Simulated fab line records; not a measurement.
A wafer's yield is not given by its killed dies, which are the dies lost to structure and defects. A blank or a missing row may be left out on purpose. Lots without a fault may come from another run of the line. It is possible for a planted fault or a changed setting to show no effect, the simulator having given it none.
fab line records -- flow n5_finfet
record: lots: 5, wafers: 13, last_day: 16
route steps=1938 shown BEOL_M10@1500 BEOL_M11@1536 BEOL_M15@1830
lots untouched by any fault: they come from a run of this same line in which no faults occurred
start_h: hours from the record's opening day to when the first of the lot's shown wafers began -- wait_h: time in hours since the lot's previous step -- " repeats the value in the row above -- L1.1+2: several wafers, shown together as one row -- - no value, or no start given -- * or withheld: withheld -- < > ~ a bound
route shown NAME@n: NAME is a module with steps in the file, n the number in the route of the first one -- usual: mean/standard deviation of fault-free wafers -- same: alike in all rows -- chamber/n: place in a boat -- sites: readings site by site -- _std_site: the values' standard deviation -- _edge_site: the outer-site mean with the inner-site mean subtracted -- radius_mm: how far each site lies from the wafer's centre -- mask NAME#n: copy n -- behind: the last tool/chamber to shape the wafer -- hold: what put the lot on hold/how long, in hours/how the hold closed -- device: which transistor (n, p or np) failed to switch -- end of line: the same wafers' tests at the end of the route -- where a step has no rows: the recipe by itself -- killed: at the first sort, the dies lost to defects and structure; wafer yield is something else -- map: shows each die of a wafer: x if killed, . if not, _ if none is there
set.NAME: setting as actually run; set.NAME@STEP: the setting as run at that earlier step -- model.NAME: the simulator's own value behind a step, which no gauge read
lots seen at some steps along the route; tables by step, rows by wafer
services: from which hour (start_h, from the record's first day; less than 0 if before it) a tool's chamber was out of use, for how many hours, and why
== steps ==
step: N5_BEOL_M10_PEB_26
recipe: peb_temp_c: withheld, peb_time_s: 60, resist: CAR-ArF
step: N5_BEOL_M10_DEVELOP_27
recipe: develop_time_s: 30, developer: TMAH, resist: CAR-ArF, rinse_liquid: diw, dry: air_spin, dev_temp_c: 23
step: N5_BEOL_M10_DESCUM_33
recipe: chemistry: O2, time_s: 7.9, source_power_w: 50, bias_power_w: 20, pressure_mtorr: 20, rf_frequency_hz: 2.712e+07, temp_c: 40, resist: CAR-ArF, o2_flow_sccm: 225
step: N5_BEOL_M10_ETCH_65
recipe: chemistry: CF4, target: SiARC, target_depth_a: 390, mask_material: CAR-ArF, time_s: 65, ion_energy_ev: 80, pressure_mtorr: 40, source_w: 545, bias_w: 36, Ar_flow_sccm: 100, cf4_flow_sccm: 100, ends: cleared
step: N5_BEOL_M10_ETCH_66
recipe: chemistry: N2/H2, target: SOC, target_depth_a: 1200, overetch_a: 240, mask_material: SiARC, temp_c: 40, time_s: 180, ion_energy_ev: 200, pressure_mtorr: 30, source_w: 840, bias_w: 150, n2_flow_sccm: 200, h2_flow_sccm: 200
step: N5_BEOL_M10_STRIP_69
recipe: chemistry: N2/H2, temp_c: 40, n2_flow_sccm: 200, h2_flow_sccm: 200, rf_frequency_hz: 6e+07
step: N5_BEOL_M10_VIA_ETCH_34
recipe: chemistry: C4F6/O2, target: SiCOH_lowk, target_depth_a: 1845, mask_material: SOC, taper_deg: 4, time_s: 69.2, ion_energy_ev: 250, pressure_mtorr: 30, source_w: 345, bias_w: 185, Ar_flow_sccm: 300, C4F6_flow_sccm: 10, O2_flow_sccm: 10
step: N5_BEOL_M10_STRIP_73
recipe: chemistry: C4F6/O2, resist: SiARC, rf_frequency_hz: 6e+07
step: N5_BEOL_M10_STRIP_36
recipe: chemistry: N2/H2, power_w: 450, temp_c: 40, pressure_mtorr: 20, rf_frequency_hz: 6e+07, overash_fraction: 0.3, bias_power_w: 7, h2_frac: 0.5, n2_flow_sccm: 200, h2_flow_sccm: 200
step: N5_BEOL_M10_TRENCH_ETCH_37
recipe: chemistry: C4F6/O2, target_depth_a: 1488.3, target: SiCOH_lowk, time_s: 48, ion_energy_ev: 250, pressure_mtorr: 30, source_w: 345, bias_w: 185, Ar_flow_sccm: 300, C4F6_flow_sccm: 10, O2_flow_sccm: 10
usual: drypump_motor_current_A: 5.9/0.39, oes_product_au: 0.81/0.1, rf_vpp_V: 665/7.7, showerhead_plenum_p_Torr: 2.84/0.068, throttle_valve_pct: 20.94/0.25
lot.wafer,tool,chamber,start_h,wait_h,drypump_motor_current_A,oes_product_au,rf_hours_counter_h,rf_vpp_V,showerhead_plenum_p_Torr,throttle_valve_pct,model.etch.depth_nm,model.BEOL_M10.feature_depth_nm,model.TiN_of_BEOL_M10_HM_DEP_02.thk_nm
L755.2,rie_diel-03,2,280.22,-,5.8,0.68,222,663,2.80,21.08,145,145,15.8
L755.4,rie_diel-03,2,280.22,-,5.8,0.68,-,665,2.80,21.08,145.7,145.6,15.8
L755.6,rie_diel-03,3,280.22,-,6.2,0.95,-,672,2.78,20.63,153,153,15.6
L757.1,rie_diel-03,3,287.13,-,6.1,0.94,21,673,2.78,20.64,152.9,153,15.6
L757.3,rie_diel-03,1,287.13,-,6.0,1.14,23,668,2.79,20.99,213.9,213.8,13.8
L757.6,rie_diel-03,3,287.13,-,6.1,0.95,-,672,2.78,20.64,153.2,153.2,15.4
L759.3,rie_diel-03,3,309.04,-,6.2,1.18,28,673,2.78,20.74,217.9,218,14
L759.5,rie_diel-03,3,309.04,-,6.2,1.17,-,674,2.78,20.74,217.9,217.8,14.2
L760.1,rie_diel-01,3,309.23,-,6.1,0.80,101,662,2.87,21.11,148.2,148.2,15.8
L760.2,rie_diel-01,0,309.23,-,6.5,0.82,79,679,2.99,21.08,147.6,147.6,15.8
L760.6,rie_diel-01,3,309.23,-,6.1,0.79,-,662,2.87,21.10,147.5,147.4,15.6
L762.4,rie_diel-03,3,325.42,-,6.2,0.91,33,671,2.77,20.64,151.3,151.4,15.8
L762.5,rie_diel-03,3,325.42,-,6.1,1.17,-,674,2.77,20.74,218.3,218.4,13.8
step: N5_BEOL_M10_ETCH_41
recipe: chemistry: CH3F/O2, target: SiCN, target_depth_a: 426, taper_deg: 2, time_s: 86, ion_energy_ev: 120, mask_material: TiN, pressure_mtorr: 30, source_w: 395, bias_w: 75, Ar_flow_sccm: 150, CH3F_flow_sccm: 30, O2_flow_sccm: 20
step: N5_BEOL_M10_STRIP_77
recipe: chemistry: N2/H2, time_s: 10, power_w: 450, temp_c: 40, pressure_mtorr: 20, rf_frequency_hz: 6e+07, bias_power_w: 7, n2_flow_sccm: 200, h2_flow_sccm: 200
step: N5_BEOL_M10_OCD_MEAS_38
usual: trench_depth_nm: 148.2/2.3
lot.wafer,tool,chamber,start_h,wait_h,trench_depth_nm
L755.2,ocd-01,-,280.40,-,145.3
L755.4,ocd-01,-,280.40,-,145.3
L755.6,ocd-01,-,280.40,-,152.8
L757.1,ocd-02,-,287.31,-,152.6
L757.3,ocd-02,-,287.31,-,214.1
L757.6,ocd-02,-,287.31,-,153.5
L759.3,ocd-01,-,309.23,-,217.5
L759.5,ocd-01,-,309.23,-,217.7
L760.1,ocd-02,-,309.41,-,148.4
L760.2,ocd-02,-,309.41,-,147.2
L760.6,ocd-02,-,309.41,-,147.7
L762.4,ocd-01,-,325.61,-,151.0
L762.5,ocd-01,-,325.61,-,217.9
step: N5_BEOL_M10_HM_STRIP_39
recipe: chemistry: peroxide_tin_strip, material: TiN, target_depth_a: 250, temp_c: 50, time_s: 158
step: N5_BEOL_M10_SRD_40
recipe: time_s: 30, temp_c: 23, rinse_liquid: diw, dry: ipa_marangoni
step: N5_BEOL_M10_PRECLEAN_42
recipe: chemistry: residue_remover, time_s: 60, temp_c: 40
step: N5_BEOL_M10_SRD_43
recipe: time_s: 30, temp_c: 23, rinse_liquid: diw, dry: ipa_marangoni
step: N5_BEOL_M10_CURE_72
recipe: temp_c: 370, time_s: 120, ambient: DMADMS/He, material: SiCOH_lowk
step: N5_BEOL_M10_DEGAS_44
recipe: ambient: vacuum, temp_c: 250, time_s: 60
step: N5_BEOL_M10_PRE_CLEAN_45
recipe: gas: H2/He, time_s: 30, temp_c: 250
step: N5_BEOL_M10_ALD_74
recipe: material: TaN, target_thk_a: 20, temp_c: 275, ald_precursor_family: PDMAT, ald_co_reactant: NH3, pressure_torr: 3, carrier_flow_sccm: 1500, pulse_time_s: 2, purge_time_s: 3, co_reactant_purge_time_s: 2, co_reactant_pulse_time_s: 3, ald_cycles: 40, precursor_vessel_temp_c: 75, precursor_vessel_pressure_torr: 26.25, precursor_vessel_carrier_sccm: 1000
step: N5_BEOL_M10_SURFACE_TREAT_76
recipe: gas: Ar, time_s: *, ion_energy_ev: *, ion_current_ma_cm2: 0.5, pressure_mtorr: *, ar_flow_sccm: 30
step: N5_BEOL_M10_CVD_75
recipe: material: Co, target_thk_a: 20, temp_c: withheld, precursor: CCTBA/H2, pressure_torr: 30, time_s: 138.9
step: N5_BEOL_M10_SPUTTER_48
recipe: material: Cu, target_thk_a: 120, temp_c: -20, bias_v: 60, power_w: 26000, chamber_pressure_pa: 0.13, time_s: 2
step: N5_BEOL_M10_ECD_50
recipe: material: Cu, target_thk_a: 3180
step: N5_BEOL_M10_ANNEAL_51
recipe: temp_c: 225, time_s: 90, ambient: N2
step: N5_BEOL_M10_CMP_52
recipe: stop_on: SiCOH_lowk, t_overpolish_s: 7, down_force_psi: 1, platen_rpm: 50, clearing_platen_down_force_psi: 1.5, clearing_platen_rpm: 50, post_cmp_clean: cu_alkaline, target_thk_nm: 140, clearing_platen_pad_velocity_m_s: 0.99484, pad_velocity_m_s: 0.99484
usual: motor_current_A: 6.2/0.67
lot.wafer,tool,chamber,start_h,wait_h,motor_current_A,model.Cu_of_BEOL_M10_ECD_50.thk_nm
L755.4,cmp-02,0,283.14,0.1,5.8,136
L755.2,cmp-02,2,283.14,0.1,5.5,135.8
L755.6,cmp-02,1,283.14,0.1,6.1,141.4
L757.3,cmp-01,1,289.92,0.2,7.2,205.2
L757.1,cmp-01,3,289.92,0.2,6.8,144.8
L757.6,cmp-01,0,289.92,0.2,6.6,144.8
L759.3,cmp-04,1,311.52,0.2,7.1,209.8
L759.5,cmp-04,0,311.52,0.2,5.4,209.2
L760.2,cmp-01,3,311.81,0.2,6.4,137.8
L760.1,cmp-01,2,311.81,0.2,6.9,139
L760.6,cmp-01,3,311.81,0.2,6.2,137.8
L762.4,cmp-02,2,328.16,0.1,5.7,142.8
L762.5,cmp-02,3,328.16,0.1,7.5,209.8
step: N5_BEOL_M10_THK_MEAS_53
recipe: thk_meas_gauge: xrf, reads: Cu_of_BEOL_M10_ECD_50
usual: M10_THK: 142.8/2.7
lot.wafer,tool,chamber,start_h,wait_h,M10_THK[nm]
L755.2,film_metro-01,-,283.43,-,138.9
L755.4,film_metro-01,-,283.43,-,139.9
L755.6,film_metro-01,-,283.43,-,144.7
L757.1,film_metro-02,-,290.18,-,149.0
L757.3,film_metro-02,-,290.18,-,211.9
L757.6,film_metro-02,-,290.18,-,149.5
L759.3,film_metro-01,-,311.74,-,214.9
L759.5,film_metro-01,-,311.74,-,215.3
L760.1,film_metro-01,-,312.11,-,141.1
L760.2,film_metro-01,-,312.11,-,140.5
L760.6,film_metro-01,-,312.11,-,140.0
L762.4,film_metro-01,-,328.46,-,146.6
L762.5,film_metro-01,-,328.46,-,215.2
step: N5_BEOL_M10_PRE_CLEAN_55
recipe: gas: NH3, time_s: 15, temp_c: withheld, rf_power_w: 300
step: N5_BEOL_M10_DEP_56
recipe: material: SiCN, target_thk_a: 150, temp_c: withheld, precursor: 3MS/NH3, pressure_torr: 3, rf_w: 202, time_s: 26.5
step: N5_BEOL_M10_RS_MEAS_57
recipe: thk_meas_gauge: four-point-probe, reads: Cu_of_BEOL_M10_ECD_50+Co_of_BEOL_M10_CVD_75+TaN_of_BEOL_M10_ALD_74
usual: M10_RS: 0.1512/0.003
lot.wafer,tool,chamber,start_h,wait_h,M10_RS[ohm/sq]
L755.2,film_metro-02,-,283.57,0.1,0.1560
L755.4,film_metro-02,-,283.57,0.1,0.1558
L755.6,film_metro-02,-,283.57,0.1,0.1491
L757.1,film_metro-02,-,290.31,0.1,0.1452
L757.3,film_metro-02,-,290.31,0.1,0.0995
L757.6,film_metro-02,-,290.31,0.1,0.1449
L759.3,film_metro-02,-,311.88,0.1,0.0973
L759.5,film_metro-02,-,311.88,0.1,0.0975
L760.1,film_metro-01,-,312.24,0.1,0.1517
L760.2,film_metro-01,-,312.24,0.1,0.1533
L760.6,film_metro-01,-,312.24,0.1,0.1536
L762.4,film_metro-02,-,328.60,0.0,0.1474
L762.5,film_metro-02,-,328.60,0.0,0.0973
step: N5_BEOL_M11_ILD_DEP_00
recipe: material: SiCOH_lowk, target_thk_a: 3085.1, temp_c: 300, precursor: DEMS/porogen, pressure_torr: 5, rf_w: 500, time_s: 58
step: N5_BEOL_M11_CURE_71
recipe: temp_c: 385, time_s: 240, ambient: He/Ar, material: SiCOH_lowk
step: N5_BEOL_M11_PECVD_70
recipe: material: SiO2, target_thk_a: 200, temp_c: 400, precursor: TEOS/O2, pressure_torr: 5.5, rf_w: 450, teos_flow_sccm: 53.8, gas: O2, flow_sccm: 3000, time_s: 22.7
step: N5_BEOL_M11_HM_DEP_02
recipe: material: TiN, target_thk_a: 200, temp_c: 25, chamber_pressure_pa: 0.49996
step: N5_BEOL_M11_COAT_59
recipe: resist: SOC, temp_c: 250, time_s: 60, spin_rpm: 1500, resist_thk_nm: 100
step: N5_BEOL_M15_RC_MEAS_101
usual: COMB_M11: 1.48e-11/2.9e-12, COMB_M12: 6.6e-12/1.3e-12, COMB_M13: 5.4e-12/1.3e-12, COMB_M14: 4.1e-12/8e-13, COMB_M15: 2.9e-12/7e-13, COMB_M5: 3.6e-11/7.9e-12, COMB_M6: 2.6e-11/6.4e-12, COMB_M6_max_site: 3.9e-11/1.1e-11, COMB_M7: 2.6e-11/5.1e-12, COMB_M8: 2.6e-11/5.1e-12, COMB_M9: 1.5e-11/3.2e-12, SERP_M10: 3.08/0.077, SERP_M10_max_site: 3.17/0.073, SERP_M11: 3.08/0.077, SERP_M12: 0.639/0.014, SERP_M13: 0.309/0.0055, SERP_M14: 0.162/0.0031, SERP_M5: 38.9/1.3, SERP_M6: 13.8/0.46, SERP_M7: 13.9/0.5, SERP_M7_max_site: 14.6/0.51, SERP_M8: 13.8/0.51, SERP_M9: 3.07/0.085
lot.wafer,tool,chamber,start_h,wait_h,COMB_M11[S/m],COMB_M12[S/m],COMB_M13[S/m],COMB_M14[S/m],COMB_M15[S/m],COMB_M5[S/m],COMB_M6[S/m],COMB_M6_max_site[S/m],COMB_M7[S/m],COMB_M8[S/m],COMB_M9[S/m],SERP_M10[ohm/um],SERP_M10_max_site[ohm/um],SERP_M11[ohm/um],SERP_M12[ohm/um],SERP_M13[ohm/um],SERP_M14[ohm/um],SERP_M5[ohm/um],SERP_M6[ohm/um],SERP_M7[ohm/um],SERP_M7_max_site[ohm/um],SERP_M8[ohm/um],SERP_M9[ohm/um]
L755.2,prober-02,0,323.15,0.2,1.88e-11,7.5e-12,8e-12,3.7e-12,3.2e-12,5.3e-11,2.2e-11,3.4e-11,2.6e-11,2.8e-11,2.2e-11,3.19,3.25,3.21,0.650,0.307,0.162,38.2,13.4,14.5,14.9,13.4,3.06
L755.4,prober-02,0,323.15,0.2,1.63e-11,8.6e-12,7.6e-12,4.3e-12,2.9e-12,3.6e-11,1.6e-11,2.5e-11,2.8e-11,3.2e-11,1.2e-11,3.16,3.28,3.29,0.657,0.314,0.162,38.5,13.5,14.3,15.8,14.5,3.07
L755.6,prober-02,0,323.15,0.2,1.2e-11,7.5e-12,5.7e-12,4.1e-12,2.5e-12,3e-11,2.8e-11,4.4e-11,4.6e-11,3.1e-11,1.7e-11,3.06,3.14,3.19,0.642,0.316,0.157,38.8,14.0,14.5,14.7,13.7,3.18
L757.1,prober-02,0,328.29,0.0,1.42e-11,6.4e-12,5e-12,3.7e-12,2.7e-12,3.5e-11,2.2e-11,3.2e-11,2e-11,2.6e-11,1.6e-11,2.93,3.00,3.01,0.666,0.308,0.160,39.3,14.1,13.7,14.3,13.2,3.27
L757.3,prober-02,0,328.29,0.0,1.83e-11,7.1e-12,7e-12,4.6e-12,3e-12,3.6e-11,2.8e-11,4.9e-11,2.3e-11,1.7e-11,1.7e-11,2.03,2.08,2.99,0.660,0.301,0.157,39.6,13.1,13.8,14.1,13.5,3.15
L757.6,prober-02,0,328.29,0.0,1.64e-11,7.2e-12,5.5e-12,6.4e-12,3.1e-12,4.5e-11,2.6e-11,3.4e-11,2.8e-11,2.3e-11,1.5e-11,2.98,3.11,3.11,0.649,0.309,0.155,38.7,14.2,14.1,14.5,13.3,3.09
L759.3,prober-02,0,345.78,0.3,1.46e-11,5.5e-12,5.2e-12,4.6e-12,4.8e-12,2.7e-11,2.3e-11,3e-11,2.2e-11,2.6e-11,1.7e-11,1.97,1.99,3.19,0.657,0.313,0.161,40.6,13.6,13.8,15.1,13.6,3.00
L759.5,prober-02,0,345.78,0.3,1.33e-11,7e-12,5.2e-12,4.8e-12,3.6e-12,3.6e-11,3e-11,4.3e-11,2.1e-11,2.6e-11,1.2e-11,1.98,2.03,3.18,0.633,0.319,0.171,41.4,13.7,13.5,14.1,14.0,2.98
L760.1,prober-01,0,347.00,0.0,1.26e-11,5.2e-12,3.2e-12,3.6e-12,2.2e-12,4.2e-11,2.7e-11,3.3e-11,2.1e-11,2.5e-11,1.8e-11,3.08,3.21,3.06,0.650,0.313,0.163,39.1,13.7,13.0,14.5,14.6,3.16
L760.2,prober-01,0,347.00,0.0,1.34e-11,5e-12,4.8e-12,4.9e-12,2.1e-12,4e-11,2.4e-11,3.4e-11,1.7e-11,2.8e-11,1.6e-11,3.09,3.15,3.04,0.617,0.303,0.167,37.7,13.6,13.9,14.5,14.1,2.97
L760.6,prober-01,0,347.00,0.0,1.61e-11,7.8e-12,2.8e-12,4.3e-12,2.8e-12,3.1e-11,2.5e-11,3.8e-11,2.7e-11,2.3e-11,1.5e-11,3.10,3.23,3.03,0.648,0.301,0.163,36.7,14.0,12.8,13.7,13.8,2.96
L762.4,prober-02,0,364.09,0.5,9.7e-12,8.7e-12,6.1e-12,4.2e-12,3e-12,5e-11,2.8e-11,3.9e-11,2.4e-11,2.9e-11,1.3e-11,3.00,3.05,3.20,0.640,0.311,0.163,38.5,13.6,13.4,13.9,13.2,3.02
L762.5,prober-02,0,364.09,0.5,1.31e-11,9.7e-12,5.7e-12,4e-12,3.1e-12,4.5e-11,2.8e-11,3.6e-11,2.5e-11,2.7e-11,1.7e-11,1.98,2.03,3.09,0.641,0.312,0.163,39.1,13.7,13.2,13.7,12.7,3.12
sites SERP_M10 radius_mm=0,75,75,75,75,140,140,140,140
L755.2 3.23 3.25 3.15 3.15 3.25 3.20 3.14 3.12 3.19
L757.1 2.93 2.91 3.00 2.95 2.93 2.93 2.96 3.00 2.88
L759.3 1.99 1.97 1.98 1.97 1.99 1.90 1.93 1.94 1.93
L760.1 3.07 3.05 3.11 3.16 3.08 3.08 3.13 3.21 3.06
L762.4 3.00 2.97 3.03 3.05 3.02 2.90 3.01 2.95 2.95
== services ==
tool,chamber,start_h,hours,kind
rie_diel-03,1,261.09,19.7,repair
cmp-01,-,263.13,2.2,repair
cmp-01,-,266.86,4.0,pm
cmp-01,-,270.86,-,consumable_replace:conditioner
cmp-01,-,270.86,-,consumable_replace:pad
== key ==
first_sign: step: N5_BEOL_M10_TRENCH_ETCH_37, reading: oes_product_au, direction: up, sigmas: 3.6, usual: 0.81, struck: 1.17
effect: step: N5_BEOL_M10_OCD_MEAS_38, reading: trench_depth_nm, direction: up, sigmas: 30, usual: 148.2, struck: 216.8
effect: step: N5_BEOL_M10_THK_MEAS_53, reading: M10_THK, direction: up, sigmas: 26, usual: 142.8, struck: 214.3
effect: step: N5_BEOL_M10_RS_MEAS_57, reading: M10_RS, direction: down, sigmas: 18, usual: 0.1512, struck: 0.0979
effect: step: N5_BEOL_M15_RC_MEAS_101, reading: SERP_M10, direction: down, sigmas: 14, usual: 3.08, struck: 1.99
model_effect: step: N5_BEOL_M10_TRENCH_ETCH_37, value: etch.depth_nm, without: 151.7, struck: 217
model_effect: step: N5_BEOL_M10_CMP_52, value: Cu_of_BEOL_M10_ECD_50.thk_nm, without: 143.2, struck: 208.5
met_at N5_BEOL_M10_TRENCH_ETCH_37
struck_wafers L757.3,L759.3,L759.5,L762.5
onset_between 280.22 287.13
fault: kind: process_parameter_drift, tool: rie_diel-03, chamber: -, onset_h: 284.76, steps: N5_BEOL_M10_TRENCH_ETCH_37, channel: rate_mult, offset: 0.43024, shape: step, end_h: 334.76, scope: struck_wafers_only
